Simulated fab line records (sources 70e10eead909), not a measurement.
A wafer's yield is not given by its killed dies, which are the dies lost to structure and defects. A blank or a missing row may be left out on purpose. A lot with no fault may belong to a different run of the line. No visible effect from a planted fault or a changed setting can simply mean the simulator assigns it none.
Which tool is to blame?    flow nand harc    36 wafers from 12 lots sampled at 5 of the route's 1159 steps

== WHAT THE GAUGES SHOWED, per wafer ==
Not one reading of a measure or inspect step in the record can be checked against a usual standard deviation.

== WHICH TOOL RAN EACH LOT (tool, then ch and the chambers of the sampled wafers, then the start) ==
lot   NHARC_A_M1_ECD_22               NHARC_A_M1_ANNEAL_31              NHARC_A_M1_CMP_23              NHARC_A_M1_DEP_33                NHARC_A_BONDPAD_CMP_29
L659  ecd cu-01 ch 0,1, day 17 22:05  rtp anneal-01 ch 0, day 17 22:29  cmp-01 ch 1,3, day 17 22:46    pecvd-02 ch 1,2, day 17 23:21    cmp-03 ch 0,1,2, day 18 00:22
L657  ecd cu-01 ch 0,1, day 18 00:27  rtp anneal-02 ch 0, day 18 00:50  cmp-04 ch 0,1,3, day 18 01:09  pecvd-04 ch 0,1,2, day 18 01:50  cmp-04 ch 0,1, day 18 02:44
L660  ecd cu-02 ch 0,1, day 18 03:58  rtp anneal-02 ch 0, day 18 04:20  cmp-02 ch 0,1,3, day 18 04:39  pecvd-04 ch 0,1, day 18 05:16    cmp-01 ch 1,2,3, day 18 06:13
L661  ecd cu-02 ch 0,1, day 18 19:10  rtp anneal-02 ch 0, day 18 19:35  cmp-04 ch 2,3, day 18 19:52    pecvd-04 ch 0,1, day 18 20:30    cmp-04 ch 1,2,3, day 18 21:29
L662  ecd cu-02 ch 0,1, day 18 22:18  rtp anneal-02 ch 0, day 18 22:41  cmp-02 ch 0,1,2, day 18 23:02  pecvd-04 ch 0,1,2, day 18 23:38  cmp-04 ch 0,1,3, day 19 00:38
L663  ecd cu-02 ch 0,1, day 19 06:47  rtp anneal-02 ch 0, day 19 07:10  cmp-04 ch 1,2,3, day 19 07:32  pecvd-02 ch 0,1, day 19 08:11    cmp-04 ch 1,2,3, day 19 09:10
L664  ecd cu-01 ch 0,1, day 19 15:40  rtp anneal-02 ch 0, day 19 16:02  cmp-04 ch 1,2,3, day 19 16:23  pecvd-01 ch 0,1, day 19 17:28    cmp-04 ch 1,2, day 19 18:25
L665  ecd cu-02 ch 0,1, day 19 21:32  rtp anneal-01 ch 0, day 19 22:00  cmp-02 ch 2,3, day 19 22:19    pecvd-02 ch 0,1, day 19 22:59    cmp-03 ch 1,2,3, day 19 23:55
L671  ecd cu-02 ch 0,1, day 21 20:58  rtp anneal-02 ch 0, day 21 21:20  cmp-02 ch 0,2, day 21 21:41    pecvd-02 ch 0,1,2, day 21 22:22  cmp-04 ch 2,3, day 21 23:16
L676  ecd cu-01 ch 0,1, day 23 06:04  rtp anneal-02 ch 0, day 23 06:30  cmp-02 ch 0,3, day 23 06:41    pecvd-01 ch 0,1,2, day 23 07:26  cmp-03 ch 0,3, day 23 08:18
L679  ecd cu-01 ch 0,1, day 23 07:28  rtp anneal-02 ch 0, day 23 07:50  cmp-04 ch 0,3, day 23 08:07    pecvd-02 ch 0,2, day 23 08:42    cmp-03 ch 0,1,3, day 23 09:43
L678  ecd cu-01 ch 0,1, day 23 19:16  rtp anneal-01 ch 0, day 23 19:38  cmp-01 ch 0,1,3, day 23 19:56  pecvd-02 ch 0,1, day 23 20:31    cmp-01 ch 0,1, day 23 21:29
- NHARC_A_M1_ECD_22: material Cu, target thk 400 nm.
- NHARC_A_M1_ANNEAL_31: time 90 s.
- NHARC_A_M1_CMP_23: polishes, t overpolish 20 s, target thk 154.34 nm.
- NHARC_A_M1_DEP_33: deposits SiCN, target thk 30 nm.
- NHARC_A_BONDPAD_CMP_29: polishes SiCN, target thk 200 nm.

== WHAT THE TOOLS THEMSELVES READ (means of the sampled wafers that have a number; where no wafer has one, the mark that the record gives instead) ==
NHARC_A_M1_ANNEAL_31. Usual: wafer_temp_C_max reads 225.9 (standard deviation 0.53).
lot   tool           wafer_temp_C_max  flag
L659  rtp anneal-01  226.6             
L657  rtp anneal-02  225.5             
L660  rtp anneal-02  225.5             
L661  rtp anneal-02  225.6             
L662  rtp anneal-02  225.5             
L663  rtp anneal-02  225.5             
L664  rtp anneal-02  225.4             
L665  rtp anneal-01  226.7             
L671  rtp anneal-02  225.5             
L676  rtp anneal-02  225.5             
L679  rtp anneal-02  225.4             
L678  rtp anneal-01  226.7             

NHARC_A_M1_CMP_23. Usual: motor current A 12.2 A, standard deviation 1.3; time to endpoint s 29.6 s, standard deviation 2.
lot   tool    motor current A (A)  time to endpoint s (s)  flag
L659  cmp-01  11.4                 28.4                    
L657  cmp-04  12.2                 29.8                    
L660  cmp-02  12.9                 29.3                    
L661  cmp-04  10.4                 31.9                    
L662  cmp-02  13.4                 28.6                    
L663  cmp-04  11.9                 31.1                    
L664  cmp-04  11.9                 31.5                    
L665  cmp-02  12.1                 30.5                    
L671  cmp-02  13.1                 18.3                    OFF
L676  cmp-02  12.0                 30.4                    
L679  cmp-04  11.6                 30.0                    
L678  cmp-01  12.8                 31.7                    

NHARC_A_M1_DEP_33. Usual: heater power w reads 620 W (standard deviation 120).
lot   tool      heater power w (W)  flag
L659  pecvd-02  680                 
L657  pecvd-04  604                 
L660  pecvd-04  660                 
L661  pecvd-04  545                 
L662  pecvd-04  554                 
L663  pecvd-02  577                 
L664  pecvd-01  744                 
L665  pecvd-02  598                 
L671  pecvd-02  636                 
L676  pecvd-01  615                 
L679  pecvd-02  684                 
L678  pecvd-02  526                 

NHARC_A_BONDPAD_CMP_29. Usual: motor current A reads 12.1 A (standard deviation 1.3).
lot   tool    motor current A (A)  flag
L659  cmp-03  11.8                 
L657  cmp-04  12.7                 
L660  cmp-01  12.5                 
L661  cmp-04  12.0                 
L662  cmp-04  12.1                 
L663  cmp-04  12.1                 
L664  cmp-04  12.1                 
L665  cmp-03  12.7                 
L671  cmp-04  10.9                 
L676  cmp-03  11.5                 
L679  cmp-03  12.1                 
L678  cmp-01  13.4                 

== THE ANSWER, worked out from the rows above alone ==
Rule: take the mean of a lot's wafers that have a number; if it is more than 3 standard deviations from the usual mean, the lot is off. Also off: a lot with no number at a reading for which 4 or more lots have one. Any other lot the step has rows for is counted as sound. First the gauges in route order, then the tools' own readings, where a lot's mean is used as printed above. The first step at which some lot is off is used, and at that step the reading that is off furthest; a lot without a number counts as furthest.
Off: L671, at NHARC_A_M1_CMP_23 (time to endpoint s).
If a tool, at that step or one of the process steps before it, ran each lot that is off and ran no sound lot following the first of them, it fits. One fits: NHARC_A_M1_ECD_22 on ecd cu-02. Its last sound lot is L665 (day 19 21:32), its first lot that is off L671 (day 21 20:58): a fault that began between those two fits.

== WHAT THE SIMULATOR HAD PUT IN ==
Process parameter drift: ecd cu-02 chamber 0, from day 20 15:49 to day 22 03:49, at NHARC_A_M1_ECD_22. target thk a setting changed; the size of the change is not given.
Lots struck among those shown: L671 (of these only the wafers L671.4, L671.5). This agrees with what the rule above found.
